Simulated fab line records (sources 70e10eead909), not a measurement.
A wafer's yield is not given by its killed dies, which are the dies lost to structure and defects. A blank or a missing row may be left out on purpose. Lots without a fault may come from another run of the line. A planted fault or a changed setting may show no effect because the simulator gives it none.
A struck lot beside a sound one -- flow nand-harc -- 14 out of 1302 route steps
Sound: wafers L538.2, L538.4, L538.6. The struck wafers were L548.3, L548.5, L548.6. At the end, the cause is stated.
At each step with rows: each side's tool, then ch and its chambers, then its first start. Under that, the readings that differ: sound wafers -- struck wafers -- difference of the means -- sigmas: that difference in standard deviations of wafers without a fault.
alike: readings whose means differ by less than 2 such deviations, and words and numbers that are the same on both sides. not compared: withheld readings, readings that some wafer has no value for, bounds like >300 that may hide the same value, and numbers for which the record gives no deviation and whose values overlap.
A row with sigmas, a row that says differs or no value, or rows on one side alone: a step with any of these is where the two part. When numbers do not overlap yet have no deviation, they are printed without sigmas and do not part them. A reading missing from all wafers of one side parts the sides only when that side holds two or more wafers.

first, 1 step without rows for these wafers: NHARC_A_CHANNEL_FILL_D1_SRD_12.
NHARC_A_CHANNEL_FILL_D1_INSPECT_13:
  struck on defect-inspect-02, day 16 04:35; sound on defect-inspect-01, day 12 04:06
  alike: raw-defect-count
NHARC_A_DECK1_JOINT_ETCHBACK_07: etches the open film in HBr, target depth 105 nm, time 26.9 s.
  sound on rie-si-05 ch 1,2, day 12 04:10; struck on rie-si-04 ch 0,2,3, day 16 04:41
  alike: drypump-motor-current-A, oes-product-au, throttle-valve-pct
  not compared: rf-hours-counter-h
then, 7 steps without rows for these wafers: NHARC_A_DECK1_JOINT_ETCH_25 (etches SiO2 in dHF, target depth 0.5 nm); NHARC_A_DECK1_JOINT_ETCH_19 (etches poly-Si in TMAH, target depth 3 nm); NHARC_A_DECK1_JOINT_ETCH_18 (etches SiO2 in dHF, target depth 3 nm); NHARC_A_DECK1_JOINT_WET_08 (chemistry H3PO4, time 86 s); NHARC_A_DECK1_JOINT_ETCH_09 (etches SiO2 in dHF, target depth 5 nm); NHARC_A_DECK1_JOINT_WET_10 (chemistry H3PO4, time 86 s); NHARC_A_DECK1_JOINT_ETCH_11 (etches SiO2 in dHF, target depth 35 nm).
NHARC_A_DECK1_JOINT_CVD_12: deposits poly-Si, target thk 90 nm, time 1800 s.
  sound on lpcvd-poly-01 ch 0, day 12 11:37; struck on lpcvd-poly-02 ch 0, day 16 22:37
reading,sound,struck,difference,sigmas
zone-power-upper-pct (%),8.4 8.4 8.3,9.3 9.3 9.1,+0.9,+3
  alike: spike-tc-bottom-C, spike-tc-centre-C, zone-power-centre-pct
NHARC_A_DECK1_JOINT_CMP_13: polishes, target thk 51.023 nm.
  sound on cmp-01 ch 1,2,3, day 12 14:26; struck on cmp-03 ch 1,2,3, day 17 01:47
reading,sound,struck,difference,sigmas
time-to-endpoint-s (s),9.3 11.1 9.2,18.5 17.3 15.4,+7.2,+3
  alike: edge-zone-pressure-frac, motor-current-A, slurry-filter-dp-kPa, slurry-flow-ml-min
NHARC_A_DECK1_JOINT_THK_MEAS_14: measures by ellipsometry.
  struck on film-metro-02, day 17 04:09; sound on film-metro-02, day 12 14:41
reading,sound,struck,difference,sigmas
thk-nm (nm),51.0 53.8 55.1,50.0 48.5 49.4,-4.0,-2
NHARC_END_SORT_01:
  the record has rows for the sound wafers here (prober-01 ch 0, day 26 15:24) and none for the struck ones

WHERE THEY PART
At NHARC_A_DECK1_JOINT_CVD_12 first; at NHARC_END_SORT_01 last (within this record only).

WHY: whatever the simulator had introduced
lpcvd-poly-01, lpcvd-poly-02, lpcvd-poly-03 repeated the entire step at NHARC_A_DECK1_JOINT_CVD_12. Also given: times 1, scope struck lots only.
